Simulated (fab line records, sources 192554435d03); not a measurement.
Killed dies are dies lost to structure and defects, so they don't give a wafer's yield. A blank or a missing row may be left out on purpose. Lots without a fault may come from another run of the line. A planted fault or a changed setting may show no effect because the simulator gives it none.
fab line records | flow n5_finfet
record lots=7 wafers=21
route steps=1938 shown WELL_APT@24 FIN_SAQP@96 FIN_CUT@157 DUMMY_GATE@224
start_h: hours from the record's first day to the start of the lot's first wafer shown | wait_h: hours since the lot's step before | " the same as in the row above | L1.1+2: a row that stands for several wafers | - no value, or no start given | * or withheld: withheld | < > ~ a bound
route shown NAME@n: a module of which the file shows steps, and the number in the route of the first | usual: mean/standard deviation of fault-free wafers | same: alike in all rows | chamber/n: place in a boat | sites: the reading at each site | _std_site: their standard deviation | _edge_site: outer sites' mean less inner sites' | radius_mm: how far each site lies from the wafer's centre | mask NAME#n: copy n | behind: the tool/chamber that last shaped the wafer | hold: why the lot was held/for how many hours/how that ended | device: the transistor (n, p or np) that didn't switch | end of line: the same wafers' tests at the end of the route | a step without rows: its recipe alone | killed: dies lost to structure and defects at the first sort, not the wafer's yield | map: a wafer's dies, x killed, . not, _ none there
set.NAME: the setting as run; set.NAME@STEP: as run at that earlier step | model.NAME: the simulator's own value behind a step, which no gauge read
lots whose settings were changed on purpose; a table a step, a row a wafer
## steps
# step N5_WELL_APT_EXPOSE_05
# recipe mask_id=NWELL na=0.8 source_shape=conventional sigma_outer=0.8 polarization=unpolarized defocus_nm=0 target_cd_nm=200 dose_mj=20.3
# columns lot.wafer tool chamber start_h wait_h mask set.dose_mj
L075.2 krf_scanner-01 0 19.52 - NWELL#0 20.3
L075.5+6 " 0 " " NWELL#0 21.61
L076.2+4+6 krf_scanner-02 0 25.75 - NWELL#0 20.3
L084.3+5 krf_scanner-02 0 74.02 - NWELL#0 20.3
L084.4 " 0 " " NWELL#0 19.58
L088.3+4 krf_scanner-02 0 98.20 - NWELL#0 20.3
L088.5 " 0 " " NWELL#0 21.33
L091.3+5+6 krf_scanner-02 0 115.47 - NWELL#0 20.3
L093.2+3 krf_scanner-01 0 127.74 - NWELL#0 20.3
L093.4 " 0 " " NWELL#0 19.02
L095.2+3+5 krf_scanner-01 0 139.74 - NWELL#0 20.3
# step N5_WELL_APT_DEVELOP_07
# recipe develop_time_s=45 rinse_liquid=surfactant_rinse dry=air_spin dev_temp_c=21
# columns lot.wafer tool chamber start_h wait_h set.develop_time_s
L075.2 litho_track-03 0 - - 37.28
L075.5+6 " 0 " " 45
L076.2+4 litho_track-03 0 - - 37.9
L076.6 " 0 " " 45
L084.3+4+5 litho_track-03 0 - - 45
L088.3 litho_track-02 0 - - 36.49
L088.4+5 " 0 " " 45
L091.3+6 litho_track-03 0 - - 50.31
L091.5 " 0 " " 45
L093.2 litho_track-03 0 - - 45
L093.3+4 " 0 " " 53.17
L095.2+3+5 litho_track-02 0 - - 45
# step N5_WELL_APT_HARDBAKE_12
# recipe temp_c=130 time_s=120
# step N5_WELL_APT_CD_MEAS_08
# recipe target_cd_nm=200 landing_energy_ev=500 detector=se_inlens
# usual cd_nm=200.4/1.3
# columns lot.wafer tool chamber start_h wait_h set.dose_mj@WELL_APT_EXPOSE_05 cd_nm
L075.2 cd_sem-01 0 19.69 - 20.3 200.4
L075.5 " 0 " " 21.61 208.8
L075.6 " 0 " " 21.61 210.3
L076.2 cd_sem-01 0 25.91 - 20.3 201.8
L076.4 " 0 " " 20.3 198.5
L076.6 " 0 " " 20.3 200.6
L084.3 cd_sem-02 0 74.18 - 20.3 199.9
L084.4 " 0 " " 19.58 194.1
L084.5 " 0 " " 20.3 197.8
L088.3 cd_sem-02 0 98.36 - 20.3 201.3
L088.4 " 0 " " 20.3 202.3
L088.5 " 0 " " 21.33 209.5
L091.3 cd_sem-03 0 115.64 - 20.3 200.8
L091.5 " 0 " " 20.3 199.4
L091.6 " 0 " " 20.3 199.9
L093.2 cd_sem-02 0 127.91 - 20.3 200.8
L093.3 " 0 " " 20.3 200.0
L093.4 " 0 " " 19.02 188.8
L095.2 cd_sem-03 0 139.91 - 20.3 198.5
L095.3 " 0 " " 20.3 199.4
L095.5 " 0 " " 20.3 201.4
# step N5_WELL_APT_DESCUM_13
# recipe chemistry=O2 time_s=7.9 source_power_w=50 bias_power_w=20 pressure_mtorr=20 rf_frequency_hz=2.712e+07 temp_c=40 o2_flow_sccm=225
# columns lot.wafer tool chamber start_h wait_h set.dose_mj@WELL_APT_EXPOSE_05 model.WELL_APT.cd_nm
L075.2 rie_diel-01 1 19.77 0.0 20.3 200.3
L075.5 " 3 " " 21.61 209.1
L075.6 " 0 " " 21.61 210.7
L076.2 rie_diel-04 0 26.10 0.1 20.3 201.7
L076.4 " 3 " " 20.3 198.8
L076.6 " 0 " " 20.3 200.7
L084.3 rie_diel-06 2 74.44 0.2 20.3 199.8
L084.4 " 1 " " 19.58 193.9
L084.5 " 1 " " 20.3 197.7
L088.3 rie_diel-06 0 98.45 0.0 20.3 201.2
L088.4 " 0 " " 20.3 202.3
L088.5 " 1 " " 21.33 209.4
L091.3 rie_diel-06 0 116.00 0.3 20.3 201
L091.5 " 1 " " 20.3 199.7
L091.6 " 2 " " 20.3 199.5
L093.2 rie_diel-04 0 128.00 0.0 20.3 200.3
L093.3 " 1 " " 20.3 199.9
L093.4 " 2 " " 19.02 188.7
L095.2 rie_diel-04 0 140.04 0.1 20.3 198.6
L095.3 " 1 " " 20.3 199.5
L095.5 " 3 " " 20.3 201.1
# step N5_FIN_SAQP_HM_DEP_03
# recipe material=SiNx target_thk_a=380 temp_c=400 precursor=SiH4/NH3/N2 pressure_torr=1.5 rf_w=300 time_s=33.6
# columns lot.wafer tool chamber start_h wait_h set.time_s model.SiNx_of_FIN_SAQP_HM_DEP_03.thk_nm
L075.2 pecvd-02 1 27.45 0.2 38.28 42.56
L075.5 " 1 " " 38.28 43.16
L075.6 " 0 " " 33.6 38.44
L076.2 pecvd-02 2 34.05 0.2 33.6 37.98
L076.4 " 0 " " 33.6 38.79
L076.6 " 2 " " 36.69 41.92
L084.3 pecvd-01 0 82.48 0.2 36.05 41.1
L084.4 " 2 " " 33.6 38.27
L084.5 " 2 " " 33.6 37.85
L088.3 pecvd-01 1 105.79 0.1 33.6 37.54
L088.4 " 1 " " 33.6 37.76
L088.5 " 0 " " 33.6 37.97
L091.3 pecvd-01 0 123.78 0.1 38.47 43.24
L091.5 " 1 " " 33.6 38
L091.6 " 2 " " 33.6 37.81
L093.2 pecvd-02 0 136.22 0.2 35.45 39.89
L093.3 " 2 " " 35.45 39.34
L093.4 " 1 " " 35.45 40.27
L095.2 pecvd-04 0 147.16 0.2 33.6 37.65
L095.3 " 2 " " 33.6 38.41
L095.5 " 0 " " 33.6 38.52
# step N5_FIN_SAQP_THK_MEAS_05
# usual thk_nm=37.9/0.45
# columns lot.wafer tool chamber start_h wait_h set.time_s@FIN_SAQP_HM_DEP_03 thk_nm
L075.2 film_metro-01 - 27.54 0.1 38.28 42.6
L075.5 " - " " 38.28 43.2
L075.6 " - " " 33.6 38.4
L076.2 film_metro-01 - 34.14 0.1 33.6 38.0
L076.4 " - " " 33.6 38.8
L076.6 " - " " 36.69 41.9
L084.3 film_metro-02 - 82.57 0.1 36.05 41.1
L084.4 " - " " 33.6 38.3
L084.5 " - " " 33.6 37.9
L088.3 film_metro-01 - 105.87 0.1 33.6 37.5
L088.4 " - " " 33.6 37.8
L088.5 " - " " 33.6 38.0
L091.3 film_metro-02 - 123.87 0.1 38.47 43.3
L091.5 " - " " 33.6 38.0
L091.6 " - " " 33.6 37.8
L093.2 film_metro-01 - 136.31 0.1 35.45 39.9
L093.3 " - " " 35.45 39.3
L093.4 " - " " 35.45 40.3
L095.2 film_metro-01 - 147.24 0.1 33.6 37.7
L095.3 " - " " 33.6 38.5
L095.5 " - " " 33.6 38.5
# step N5_FIN_SAQP_EXPOSE_13
# recipe mask_id=FIN_CORE na=1.35 source_shape=dipole sigma_inner=0.538 sigma_outer=0.738 polarization=te target_cd_nm=35.6 dose_mj=63.25
# columns lot.wafer tool chamber start_h wait_h mask set.dose_mj
L075.2+5 arfi_scanner-02 0 27.99 - FIN_CORE#0 61.61
L075.6 " 0 " " FIN_CORE#0 63.25
L076.2 arfi_scanner-03 0 34.71 - FIN_CORE#0 63.25
L076.4+6 " 0 " " FIN_CORE#0 67.9
L084.3+5 arfi_scanner-01 0 83.14 - FIN_CORE#0 63.25
L084.4 " 0 " " FIN_CORE#0 64.61
L088.3+4+5 arfi_scanner-01 0 106.45 - FIN_CORE#0 63.25
L091.3+5 arfi_scanner-03 0 124.32 - FIN_CORE#0 63.25
L091.6 " 0 " " FIN_CORE#0 59.4
L093.2+3 arfi_scanner-03 0 136.87 - FIN_CORE#0 63.25
L093.4 " 0 " " FIN_CORE#0 59.33
L095.2+3+5 arfi_scanner-01 0 147.81 - FIN_CORE#0 63.25
# step N5_FIN_SAQP_PEB_14
# recipe peb_temp_c=withheld peb_time_s=60 resist=CAR-ArF
# step N5_FIN_SAQP_DEVELOP_15
# recipe develop_time_s=30 developer=TMAH resist=CAR-ArF dev_temp_c=23 rinse_liquid=diw dry=air_spin
# step N5_FIN_SAQP_CD_MEAS_16
# recipe target_cd_nm=35.6 landing_energy_ev=500 detector=se_inlens
# usual cd_nm=35.62/0.27
# columns lot.wafer tool chamber start_h wait_h set.dose_mj@FIN_SAQP_EXPOSE_13 cd_nm
L075.2 cd_sem-02 0 28.11 - 61.61 36.11
L075.5 " 0 " " 61.61 36.31
L075.6 " 0 " " 63.25 35.82
L076.2 cd_sem-02 0 34.83 - 63.25 35.26
L076.4 " 0 " " 67.9 33.85
L076.6 " 0 " " 67.9 33.65
L084.3 cd_sem-03 0 83.26 - 63.25 35.93
L084.4 " 0 " " 64.61 35.04
L084.5 " 0 " " 63.25 35.40
L088.3 cd_sem-03 0 106.57 - 63.25 35.50
L088.4 " 0 " " 63.25 35.23
L088.5 " 0 " " 63.25 35.30
L091.3 cd_sem-02 0 124.44 - 63.25 35.58
L091.5 " 0 " " 63.25 35.74
L091.6 " 0 " " 59.4 37.62
L093.2 cd_sem-03 0 137.00 - 63.25 35.57
L093.3 " 0 " " 63.25 35.36
L093.4 " 0 " " 59.33 37.09
L095.2 cd_sem-02 0 147.94 - 63.25 35.85
L095.3 " 0 " " 63.25 35.36
L095.5 " 0 " " 63.25 35.70
# step N5_FIN_SAQP_MANDREL2_REMOVE_60
# recipe chemistry=HBr/Cl2/O2 bt_time_s=10 target=a-Si stop_on=SiNx endpoint=OES-SiCl over_etch_frac=1 icp_w=600 bias_w=22 HBr_flow_sccm=150 Cl2_flow_sccm=80 O2_flow_sccm=5 pressure_mtorr=10
# step N5_FIN_SAQP_HM_OPEN_33
# recipe chemistry=CH3F/O2 target=SiNx mask_material=SiO2 target_depth_a=494 time_s=70.6 pressure_mtorr=30 source_w=395 bias_w=73 Ar_flow_sccm=150 CH3F_flow_sccm=30 O2_flow_sccm=20 ion_energy_ev=120 ends=cleared
# usual etch_rf_on_time_s=69.3/1.3
# columns lot.wafer tool chamber start_h wait_h set.time_s@FIN_SAQP_HM_DEP_03 etch_rf_on_time_s model.etch.depth_nm
L075.2 rie_diel-06 3 31.81 0.0 38.28 77.4 41.93
L075.5 " 2 " " 38.28 78.4 42.53
L075.6 " 1 " " 33.6 70.0 37.81
L076.2 rie_diel-01 0 42.06 0.0 33.6 70.3 37.34
L076.4 " 1 " " 33.6 71.9 38.16
L076.6 " 2 " " 36.69 76.8 41.29
L084.3 rie_diel-06 0 87.42 0.1 36.05 75.8 40.47
L084.4 " 2 " " 33.6 69.9 37.63
L084.5 " 0 " " 33.6 69.4 37.22
L088.3 rie_diel-01 2 111.08 0.1 33.6 69.0 36.91
L088.4 " 3 " " 33.6 68.3 37.14
L088.5 " 2 " " 33.6 69.8 37.34
L091.3 rie_diel-01 1 128.62 0.0 38.47 76.7 42.6
L091.5 " 3 " " 33.6 68.6 37.37
L091.6 " 1 " " 33.6 67.2 37.18
L093.2 rie_diel-04 3 141.64 0.0 35.45 71.9 39.27
L093.3 " 0 " " 35.45 71.9 38.71
L093.4 " 1 " " 35.45 74.0 39.65
L095.2 rie_diel-06 1 152.96 0.1 33.6 69.3 37.02
L095.3 " 3 " " 33.6 70.2 37.76
L095.5 " 1 " " 33.6 71.1 37.89
# step N5_FIN_CUT_COAT_02
# recipe resist=CAR-EUV spin_rpm=1500 resist_thk_nm=30
# columns lot.wafer tool chamber start_h wait_h set.spin_rpm model.CAR-EUV_of_FIN_CUT_COAT_02.thk_nm
L075.2 litho_track-04 0 - - 1643 28.6
L075.5+6 " 0 " " 1643 28.8
L076.2+6 litho_track-02 0 - - 1500 30
L076.4 " 0 " " 1376 31.4
L084.3+4 litho_track-04 0 - - 1393 31.2
L084.5 " 0 " " 1500 30.2
L088.3+4+5 litho_track-01 0 - - 1500 30
L091.3 litho_track-04 0 - - 1500 30
L091.5+6 " 0 " " 1544 29.6
L093.2 litho_track-04 0 - - 1558 29.4
L093.3 " 0 " " 1558 29.6
L093.4 " 0 " " 1500 30
L095.2+3+5 litho_track-04 0 - - 1500 30
# step N5_FIN_CUT_EBR_04
# recipe solvent=PGMEA ebr_width_mm=1.5
# step N5_FIN_CUT_SOFTBAKE_03
# recipe temp_c=110 time_s=60 resist=CAR-EUV
# step N5_FIN_CUT_DESCUM_13
# recipe chemistry=O2 time_s=7 source_power_w=50 bias_power_w=20 pressure_mtorr=20 rf_frequency_hz=2.712e+07 temp_c=40 resist=CAR-EUV o2_flow_sccm=225
# step N5_FIN_CUT_ETCH_30
# recipe chemistry=N2/H2 target=underlayer target_depth_a=130 mask_material=CAR-EUV time_s=10.4 ion_energy_ev=200 pressure_mtorr=30 source_w=840 bias_w=150 n2_flow_sccm=200 h2_flow_sccm=200 ends=cleared
# columns lot.wafer tool chamber start_h wait_h set.spin_rpm@FIN_CUT_COAT_02 model.CAR-EUV_of_FIN_CUT_COAT_02.thk_nm
L075.2+5+6 rie_diel-03 2,0,3 32.84 0.0 1643 13.2
L076.2+6 rie_diel-02 1,0 43.06 0.0 1500 14.8
L076.4 " 0 " " 1376 16
L084.3+4 rie_diel-05 3,1 88.48 0.0 1393 15.8
L084.5 " 2 " " 1500 14.8
L088.3+4+5 rie_diel-02 2,0,3 112.08 0.0 1500 14.6
L091.3 rie_diel-03 3 129.74 0.0 1500 14.6
L091.5+6 " 1,0 " " 1544 14.2
L093.2 rie_diel-05 0 142.76 0.0 1558 14
L093.3 " 1 " " 1558 14.2
L093.4 " 2 " " 1500 14.6
L095.2+3+5 rie_diel-03 0,3,1 154.72 0.0 1500 14.6
# step N5_DUMMY_GATE_COAT_28
# recipe resist=underlayer temp_c=205 time_s=60 spin_rpm=1500 resist_thk_nm=10
# columns lot.wafer tool chamber start_h wait_h set.spin_rpm model.underlayer_of_DUMMY_GATE_COAT_28.thk_nm
L075.2+5+6 litho_track-05 0 - - 1500 10
L076.2+4 litho_track-03 0 - - 1500 10
L076.6 " 0 " " 1560 9.8
L084.3+4 litho_track-01 0 - - 1500 10
L084.5 " 0 " " 1439 10.2
L088.3 litho_track-01 0 - - 1500 10
L088.4+5 " 0 " " 1660 9.6
L091.3+5 litho_track-03 0 - - 1500 10
L091.6 " 0 " " 1547 9.8
L093.2+4 litho_track-01 0 - - 1500 10
L093.3 " 0 " " 1632 9.6
L095.2+3+5 litho_track-05 0 - - 1500 10
## key
split step=N5_WELL_APT_EXPOSE_05 setting=dose_mj stated=20.3 by=wafer
response step=N5_WELL_APT_CD_MEAS_08 reading=cd_nm change=+1.57 per=1% r=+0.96
response step=N5_WELL_APT_DESCUM_13 reading=model.WELL_APT.cd_nm change=+1.58 per=1% r=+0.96
split step=N5_WELL_APT_DEVELOP_07 setting=develop_time_s stated=45 by=wafer
response none clear
split step=N5_FIN_SAQP_HM_DEP_03 setting=time_s stated=33.6 by=wafer
response step=N5_FIN_SAQP_HM_DEP_03 reading=model.SiNx_of_FIN_SAQP_HM_DEP_03.thk_nm change=+0.357 per=1% r=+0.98
response step=N5_FIN_SAQP_THK_MEAS_05 reading=thk_nm change=* per=1% r=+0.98
response step=N5_FIN_SAQP_HM_OPEN_33 reading=etch_rf_on_time_s change=* per=1% r=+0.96
response step=N5_FIN_SAQP_HM_OPEN_33 reading=model.etch.depth_nm change=+0.357 per=1% r=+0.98
split step=N5_FIN_SAQP_EXPOSE_13 setting=dose_mj stated=63.25 by=wafer
response step=N5_FIN_SAQP_CD_MEAS_16 reading=cd_nm change=-0.251 per=1% r=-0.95
split step=N5_FIN_CUT_COAT_02 setting=spin_rpm stated=1500 by=wafer
response step=N5_FIN_CUT_COAT_02 reading=model.CAR-EUV_of_FIN_CUT_COAT_02.thk_nm change=-0.153 per=1% r=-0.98
response step=N5_FIN_CUT_ETCH_30 reading=model.CAR-EUV_of_FIN_CUT_COAT_02.thk_nm change=-0.141 per=1% r=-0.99
split step=N5_DUMMY_GATE_COAT_28 setting=spin_rpm stated=1500 by=wafer
response step=N5_DUMMY_GATE_COAT_28 reading=model.underlayer_of_DUMMY_GATE_COAT_28.thk_nm change=-0.0429 per=1% r=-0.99
